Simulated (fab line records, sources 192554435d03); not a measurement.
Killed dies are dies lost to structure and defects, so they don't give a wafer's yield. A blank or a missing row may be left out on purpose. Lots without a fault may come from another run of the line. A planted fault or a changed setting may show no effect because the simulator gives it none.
Which tool did it? | flow n5_finfet | 24 lots, 72 wafers sampled, at 2 steps of a route of 1938

WHAT THE GAUGES READ, wafer by wafer
N5_BEOL_M10_RS_MEAS_57: measures by four-point-probe. Usual: M10_RS 0.152 ohm/sq, standard deviation 0.0046.
lot  | measured     | on            | M10_RS (ohm/sq)   | flag
L075 | day 10 15:25 | film_metro-02 | 0.148 0.160 0.149 |
L076 | day 10 18:31 | film_metro-01 | 0.153 0.148 0.163 |
L077 | day 10 18:48 | film_metro-01 | 0.150 0.145 0.148 |
L074 | day 11 06:33 | film_metro-02 | 0.147 0.152 0.159 |
L079 | day 11 09:51 | film_metro-01 | 0.152 0.146 0.147 |
L078 | day 11 10:40 | film_metro-02 | 0.155 0.152 0.156 |
L080 | day 11 14:52 | film_metro-02 | 0.164 0.150 0.157 |
L081 | day 11 20:12 | film_metro-02 | 0.153 0.151 0.160 |
L082 | day 12 04:40 | film_metro-01 | 0.148 0.158 0.150 |
L083 | day 12 15:54 | film_metro-02 | 0.157 0.158 0.147 |
L084 | day 12 23:55 | film_metro-02 | 0.151 0.148 0.159 |
L086 | day 13 07:58 | film_metro-01 | 0.149 0.150 0.159 |
L085 | day 13 09:11 | film_metro-01 | 0.146 0.156 0.149 |
L087 | day 13 16:31 | film_metro-01 | 0.149 0.156 0.155 |
L088 | day 14 00:17 | film_metro-02 | 0.151 0.156 0.148 |
L089 | day 14 02:26 | film_metro-01 | 0.148 0.157 0.148 |
L091 | day 14 08:13 | film_metro-02 | 0.157 0.155 0.152 |
L090 | day 14 18:35 | film_metro-02 | 0.151 0.158 0.153 |
L094 | day 14 20:52 | film_metro-02 | 0.154 0.153 0.154 |
L092 | day 14 21:02 | film_metro-02 | 0.149 0.157 0.158 |
L093 | day 15 02:20 | film_metro-01 | 0.155 0.147 0.151 |
L095 | day 15 09:53 | film_metro-01 | 0.146 0.142 0.150 |
L097 | day 16 00:14 | film_metro-01 | 0.160 0.154 0.153 |
L096 | day 16 00:37 | film_metro-01 | 0.157 0.149 0.146 |

N5_BEOL_M11_OVL_MEAS_29. Usual: V10_OVL -0.1 nm, standard deviation 0.72.
lot  | measured     | on         | V10_OVL (nm)   | flag
L075 | day 10 20:56 | overlay-02 | -0.7 -1.6 -1.1 |
L076 | day 10 21:10 | overlay-01 | 0.7 0.2 -0.1   |
L077 | day 10 21:20 | overlay-02 | -0.9 -0.2 0.0  |
L074 | day 11 09:32 | overlay-01 | 0.0 1.1 -0.3   |
L079 | day 11 16:31 | overlay-01 | 0.0 0.3 -1.0   |
L078 | day 11 16:41 | overlay-01 | 1.0 -0.8 -0.1  |
L080 | day 11 18:33 | overlay-01 | -0.2 -1.6 0.6  |
L081 | day 12 00:35 | overlay-01 | 0.3 -0.3 -0.1  |
L082 | day 12 07:53 | overlay-01 | 0.2 0.0 0.4    |
L083 | day 12 19:14 | overlay-01 | -1.2 0.0 -0.9  |
L084 | day 13 04:36 | overlay-02 | -1.8 -0.5 -0.6 |
L086 | day 13 12:49 | overlay-02 | 1.7 0.5 1.7    |
L085 | day 13 12:38 | overlay-02 | -0.7 0.4 -0.7  |
L087 | day 13 23:11 | overlay-01 | -0.9 -1.2 -0.2 |
L088 | day 14 03:29 | overlay-02 | -0.5 -0.4 -0.2 |
L089 | day 14 05:04 | overlay-02 | 0.8 1.3 0.4    |
L091 | day 14 11:33 | overlay-01 | 0.9 -0.5 0.6   |
L090 | day 14 23:04 | overlay-02 | -2.0 -0.6 -0.8 |
L094 | day 15 01:22 | overlay-01 | -0.5 0.6 0.1   |
L092 | day 15 00:29 | overlay-01 | 0.5 0.6 0.2    |
L093 | day 15 10:31 | overlay-01 | 0.2 -0.3 -0.3  |
L095 | day 15 12:34 | overlay-02 | -0.1 -0.2 -0.1 |
L097 | day 16 04:01 | overlay-02 | 0.9 -0.6 0.1   |
L096 | day 16 04:10 | overlay-02 | 1.1 0.2 -0.5   |

WHICH TOOL RAN EACH LOT (tool, then ch and the chambers of the sampled wafers, then the start)
The record holds no process step before these readings.

WHAT THE TOOLS THEMSELVES READ (means of the sampled wafers that have a number; where no wafer has one, the mark that the record gives instead)
The record holds no such reading with a usual standard deviation.

THE ANSWER, worked out from the rows above alone
Rule: a lot is off if the mean of its wafers that have a number lies more than 3 standard deviations from the usual mean. A lot without any number at a reading at which 4 lots or more have one is off too. The other lots that the step has rows for count as sound. The gauges are gone through in route order, then the tools' own readings, and for those a lot's mean is taken as printed above. The first step at which some lot is off is used, and at that step the reading that is off furthest; a lot without a number counts as furthest.
No lot is off at any reading shown: from this, nothing can be told.

WHAT THE SIMULATOR HAD PUT IN
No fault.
